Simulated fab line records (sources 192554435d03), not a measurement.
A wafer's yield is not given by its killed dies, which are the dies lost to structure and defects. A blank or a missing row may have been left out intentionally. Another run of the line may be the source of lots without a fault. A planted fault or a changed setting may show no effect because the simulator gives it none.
Matching of chambers -- flow n5 finfet -- ald sin-04 running N5_MOL_CONTACT_COAG_ALD_131: 4 sister chambers
The step deposits SiO2, target thk 5 nm, pulse time 1 s, co reactant pulse time 1 s. 14 wafers are shown with their chamber, then 7 later ones without.

== WAFERS PAIRED WITH THEIR CHAMBERS ==
wafer,chamber,heater power w (W),precursor pulse height rel,chamber pressure Torr (Torr)
L074.1,3,79,0.999,1.995
L074.3,0,77,1.012,2.009
L074.6,0,78,1.010,2.001
L075.1,1,82,1.007,2.002
L075.3,0,78,0.995,2.001
L075.4,3,76,0.987,2.005
L079.3,1,82,0.991,2.002
L079.5,1,82,1.020,2.003
L079.6,0,78,0.997,2.002
L080.2,2,79,0.992,2.004
L080.3,0,78,0.982,2.001
L080.4,1,83,1.014,1.994
L082.2,2,80,0.988,2.005
L082.4,1,82,1.003,2.003

SIGNATURES (means of the wafers above)
reading,chamber 0,chamber 1,chamber 2,chamber 3,scatter within a chamber
heater power w,77.80,82.20,79.50,77.50,0.812
precursor pulse height rel,0.99920,1.00700,0.99000,0.99300,0.0108
chamber pressure Torr,2.00280,2.00080,2.00450,2.00000,0.00398
Rule: a wafer's distance from a chamber is the root of the sum, over the readings, of the square of ((its reading less the chamber's mean) divided by the reading's scatter). If the next closest chamber is less than 2 further off than the closest, the wafer can't be placed; otherwise it belongs to the closest. How the scatter is found: for the shown wafers, subtract from each reading the mean of its chamber, square and add these, divide the total by (wafers less chambers), then take the root.

== WAFERS WITHOUT THEIR CHAMBER ==
wafer,heater power w (W),precursor pulse height rel,chamber pressure Torr (Torr)
L082.5,79,1.019,1.995
L093.3,77,0.964,1.999
L093.4,77,0.988,2.003
L093.5,86,1.006,2.005
L094.1,86,1.015,1.998
L094.2,78,1.005,2.005
L094.5,83,0.986,1.999

== CHAMBER TAKEN BY EACH ==
wafer,from the rows above,in truth
L082.5,can't be placed: 0 or 3 or 2 or 1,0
L093.3,can't be placed: 3 or 0 or 2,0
L093.4,can't be placed: 3 or 0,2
L093.5,1,1
L094.1,1,1
L094.2,can't be placed: 0 or 3 or 2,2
L094.5,1,1
Placed correctly: 3 of 7. Not placeable from these rows: 4 (in 3, the candidates include the true chamber). Number placed wrongly: 0.
